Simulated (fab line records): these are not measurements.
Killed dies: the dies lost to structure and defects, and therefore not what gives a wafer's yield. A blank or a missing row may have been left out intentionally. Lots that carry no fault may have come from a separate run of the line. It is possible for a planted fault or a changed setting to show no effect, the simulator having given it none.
Chamber matching + flow n5Finfet + 4 sister chambers for N5_DUMMY_GATE_STRIP_41 on rieDiel-05
The step strips in O2. 4 wafers are shown with their chamber, then 7 later ones without.

== WAFERS WITH THEIR CHAMBER ==
| wafer  | chamber | showerheadPlenumPTorr (Torr) |
|--------|---------|------------------------------|
| L079.2 | 3       | 2.05                         |
| L089.2 | 1       | 2.17                         |
| L090.2 | 0       | 2.13                         |
| L090.3 | 2       | 2.18                         |

== WAFERS WITHOUT THEIR CHAMBER ==
| wafer  | showerheadPlenumPTorr (Torr) |
|--------|------------------------------|
| L090.4 | 2.05                         |
| L091.3 | 2.05                         |
| L091.4 | 2.18                         |
| L091.6 | 2.13                         |
| L095.1 | 2.04                         |
| L095.4 | 2.12                         |
| L095.5 | 2.04                         |

== CHAMBER TAKEN BY EACH ==
| wafer  | from the rows above     | in truth |
|--------|-------------------------|----------|
| L090.4 | 3                       | 3        |
| L091.3 | 3                       | 3        |
| L091.4 | can't be placed: 2 or 1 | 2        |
| L091.6 | 0                       | 0        |
| L095.1 | 3                       | 3        |
| L095.4 | 0                       | 0        |
| L095.5 | 3                       | 3        |
Correct placement for 6 of the 7. From these rows, 1 cannot be placed; in 1 the true chamber is one of the candidates. Placed wrongly: 0.
How it was worked out, from the rows above alone: a wafer's distance from a chamber is the root of the sum, over the readings, of the square of ((its reading less the chamber's mean) divided by the reading's scatter). The wafer belongs to the nearest chamber; if the next one is less than 2 further off, it can't be placed. The mean given for a chamber averages the wafers shown for that chamber. The scatter: root of mean squared gap, hidden wafer to nearest shown wafer, with one shown wafer a chamber.
